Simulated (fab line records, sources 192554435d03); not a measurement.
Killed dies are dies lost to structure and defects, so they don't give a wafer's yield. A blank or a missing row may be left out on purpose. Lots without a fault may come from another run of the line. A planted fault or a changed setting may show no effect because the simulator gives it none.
Problem report in the 8D (eight disciplines) form, filled by code | flow n5_finfet | the parts of the form that need people (team, actions taken, sign-off) are left out

1. THE PROBLEM
run_length_s at N5_BEOL_M3_ETCH_70 reads a mean of 121.8 s on 1 wafer of 1 lot; wafers without a fault read 143.6 s with a standard deviation of 0.42. That is -52 standard deviations from the usual mean.
The step: etches SOC in N2/H2, target depth 80 nm, overetch 16 nm, time 120 s.
First seen on wafer L798.5, day 10 04:34, on rie_diel-03. The record holds 26 wafers of 9 lots with a number at this step. Rule for "out", or "out of limits": more than 4 standard deviations from the usual mean. The other wafers with a number count as sound.

2. WHAT IT IS AND WHAT IT IS NOT
question                    | is                | is not
which readings at this step | run_length_s      | chamber_pressure_mTorr, drypump_motor_current_A, oes_product_au, rf_vpp_V, showerhead_plenum_p_Torr, throttle_valve_pct
which lots                  | L798              | L788, L790, L792, L794, L804, L808, L810, L811
which wafers of those lots  | L798.5            | L798.2
read on which tools         | rie_diel-03       | rie_diel-04, rie_diel-05
when                        | from day 10 04:34 | up to then (13 sound wafers); but 12 sound wafers of L804, L808, L810, L811 came after

3. SUSPECTS, AND WHAT RULES EACH OUT
Counting: a tool at a process step up to the reading stays a suspect if it ran every lot that is out. Sound lots after the first of them don't rule it out here, since some wafers of a struck lot are sound.
- rie_diel-03 at N5_BEOL_M3_ETCH_77 (etches underlayer in N2/H2, target depth 6.5 nm, time 5.2 s): kept. It ran the lot that is out, L798 (day 10 01:44); its last sound lot up to then is L794 (day 8 21:13).
- rie_diel-03 at N5_BEOL_M3_ETCH_70 (etches SOC in N2/H2, target depth 80 nm, overetch 16 nm, time 120 s): kept. It ran the lot that is out, L798 (day 10 04:34); its last sound lot up to then is L792 (day 8 03:12). Its own readings are out on those wafers: run_length_s.
- Within rie_diel-03 at N5_BEOL_M3_ETCH_77: the wafers that are out ran in chamber 1; their sound lot-mates ran in chamber 3.
Left after counting: rie_diel-03 at N5_BEOL_M3_ETCH_77, rie_diel-03 at N5_BEOL_M3_ETCH_70.

4. THE CAUSE (what the simulator had put in)
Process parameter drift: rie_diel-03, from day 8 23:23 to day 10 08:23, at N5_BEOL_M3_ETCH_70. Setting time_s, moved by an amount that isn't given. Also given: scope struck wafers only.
Counting left 2 suspects, and this tool is among them.

5. THE CHAIN OF EFFECTS, in route order
Each row: a reading whose mean over the struck wafers that have a number lies more than 3 standard deviations from the usual. Only readings for which the record gives a usual standard deviation are gone through. hours: the time from each lot's start at the first step in this table that gives one to its start at this step, as a median over the lots. sigmas: the change in usual standard deviations.
hours | step               | reading      | usual   | on struck wafers | change | sigmas
0     | N5_BEOL_M3_ETCH_70 | run_length_s | 143.6 s | 121.8            | -21.8  | -52
The process steps in it:
- N5_BEOL_M3_ETCH_70: etches SOC in N2/H2, target depth 80 nm, overetch 16 nm, time 120 s.
Readings that are blank on the struck wafers while sound wafers have them: bias_w at N5_BEOL_M3_ETCH_70.
Later measuring or inspecting steps at which every struck wafer that the step has a row for has a number for every such reading, and none has moved that far: N5_BEOL_M4_RC_MEAS_101.

6. WHAT WOULD HAVE CAUGHT IT SOONER
In this record the first reading out of limits was taken at day 10 04:34, 29 hours after the fault began at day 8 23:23.
